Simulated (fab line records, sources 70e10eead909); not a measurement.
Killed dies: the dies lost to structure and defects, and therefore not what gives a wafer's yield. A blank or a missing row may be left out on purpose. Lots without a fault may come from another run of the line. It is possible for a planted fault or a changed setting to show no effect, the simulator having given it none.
Matching of chambers + flow nand-harc + NHARC_A_CONTACT_ETCH_88 on rie-diel-12 has 4 sister chambers
The step etches the open film in CF4, target depth 39 nm, time 65 s. 30 wafers are shown with their chamber, then 12 later ones without.

== EACH WAFER AND ITS CHAMBER ==
| wafer  | chamber | drypump-motor-current-A (A) | showerhead-plenum-p-Torr (Torr) | oes-product-au (a.u.) |
|--------|---------|-----------------------------|---------------------------------|-----------------------|
| L074.2 | 0       | 6.0                         | 1.77                            | 0.990                 |
| L074.4 | 3       | 6.6                         | 1.81                            | 0.999                 |
| L074.6 | 0       | 6.0                         | 1.77                            | 0.996                 |
| L076.1 | 0       | 6.1                         | 1.77                            | 0.991                 |
| L076.2 | 3       | 6.5                         | 1.81                            | 0.996                 |
| L076.3 | 1       | 5.7                         | 1.85                            | 0.994                 |
| L077.2 | 0       | 6.0                         | 1.77                            | 0.993                 |
| L077.3 | 1       | 5.7                         | 1.85                            | 0.993                 |
| L077.4 | 3       | 6.5                         | 1.81                            | 1.002                 |
| L078.1 | 2       | 5.6                         | 1.76                            | 1.009                 |
| L078.2 | 0       | 6.0                         | 1.77                            | 0.996                 |
| L078.6 | 0       | 6.0                         | 1.77                            | 0.996                 |
| L086.2 | 0       | 5.9                         | 1.76                            | 0.992                 |
| L086.4 | 1       | 5.7                         | 1.85                            | 0.996                 |
| L086.6 | 3       | 6.6                         | 1.81                            | 0.997                 |
| L084.1 | 0       | 6.1                         | 1.76                            | 0.995                 |
| L084.2 | 3       | 6.6                         | 1.81                            | 1.007                 |
| L084.6 | 2       | 5.6                         | 1.75                            | 1.000                 |
| L083.2 | 1       | 5.7                         | 1.85                            | 1.004                 |
| L083.3 | 2       | 5.6                         | 1.75                            | 1.003                 |
| L083.4 | 0       | 6.0                         | 1.76                            | 1.003                 |
| L087.1 | 3       | 6.6                         | 1.81                            | 0.996                 |
| L087.2 | 2       | 5.6                         | 1.75                            | 1.009                 |
| L087.3 | 1       | 5.7                         | 1.85                            | 0.992                 |
| L088.4 | 1       | 5.7                         | 1.84                            | 0.985                 |
| L088.5 | 2       | 5.6                         | 1.75                            | 1.000                 |
| L088.6 | 3       | 6.5                         | 1.81                            | 1.007                 |
| L090.2 | 2       | 5.6                         | 1.75                            | 1.000                 |
| L090.3 | 1       | 5.7                         | 1.84                            | 0.994                 |
| L090.6 | 0       | 6.1                         | 1.76                            | 1.016                 |

SIGNATURES (means of the wafers above)
| reading                  | chamber 0 | chamber 1 | chamber 2 | chamber 3 | scatter within a chamber |
|--------------------------|-----------|-----------|-----------|-----------|--------------------------|
| drypump-motor-current-A  | 6.020     | 5.700     | 5.600     | 6.557     | 0.0452                   |
| showerhead-plenum-p-Torr | 1.7660    | 1.8471    | 1.7517    | 1.8100    | 0.00423                  |
| oes-product-au           | 0.99680   | 0.99400   | 1.00350   | 1.00057   | 0.00607                  |
Rule: a wafer's distance from a chamber is the root of the sum, over the readings, of the square of ((its reading less the chamber's mean) divided by the reading's scatter). If the next closest chamber is less than 2 further off than the closest, the wafer can't be placed; otherwise it belongs to the closest. The scatter: the root of (the sum of the squares of (reading less its chamber's mean) over the shown wafers, divided by (wafers less chambers)).

== WAFERS WITHOUT THEIR CHAMBER ==
| wafer  | drypump-motor-current-A (A) | showerhead-plenum-p-Torr (Torr) | oes-product-au (a.u.) |
|--------|-----------------------------|---------------------------------|-----------------------|
| L092.2 | 5.6                         | 1.75                            | 0.997                 |
| L092.3 | 6.1                         | 1.76                            | 0.999                 |
| L092.4 | 6.6                         | 1.81                            | 0.996                 |
| L094.1 | 5.6                         | 1.75                            | 1.009                 |
| L094.5 | 5.6                         | 1.75                            | 0.997                 |
| L094.6 | 5.7                         | 1.84                            | 0.982                 |
| L096.1 | 5.6                         | 1.75                            | 1.009                 |
| L096.5 | 5.6                         | 1.75                            | 1.003                 |
| L096.6 | 6.6                         | 1.80                            | 0.999                 |
| L097.2 | 5.6                         | 1.75                            | 1.000                 |
| L097.4 | 6.5                         | 1.80                            | 0.996                 |
| L097.6 | 5.6                         | 1.75                            | 1.001                 |

== WHICH CHAMBER EACH WENT THROUGH ==
| wafer  | from the rows above | in truth |
|--------|---------------------|----------|
| L092.2 | 2                   | 2        |
| L092.3 | 0                   | 0        |
| L092.4 | 3                   | 3        |
| L094.1 | 2                   | 2        |
| L094.5 | 2                   | 2        |
| L094.6 | 1                   | 1        |
| L096.1 | 2                   | 2        |
| L096.5 | 2                   | 2        |
| L096.6 | 3                   | 3        |
| L097.2 | 2                   | 2        |
| L097.4 | 3                   | 3        |
| L097.6 | 2                   | 2        |
Correct placement for 12 of the 12. Left unplaced by these rows: 0. Placed wrongly: 0.
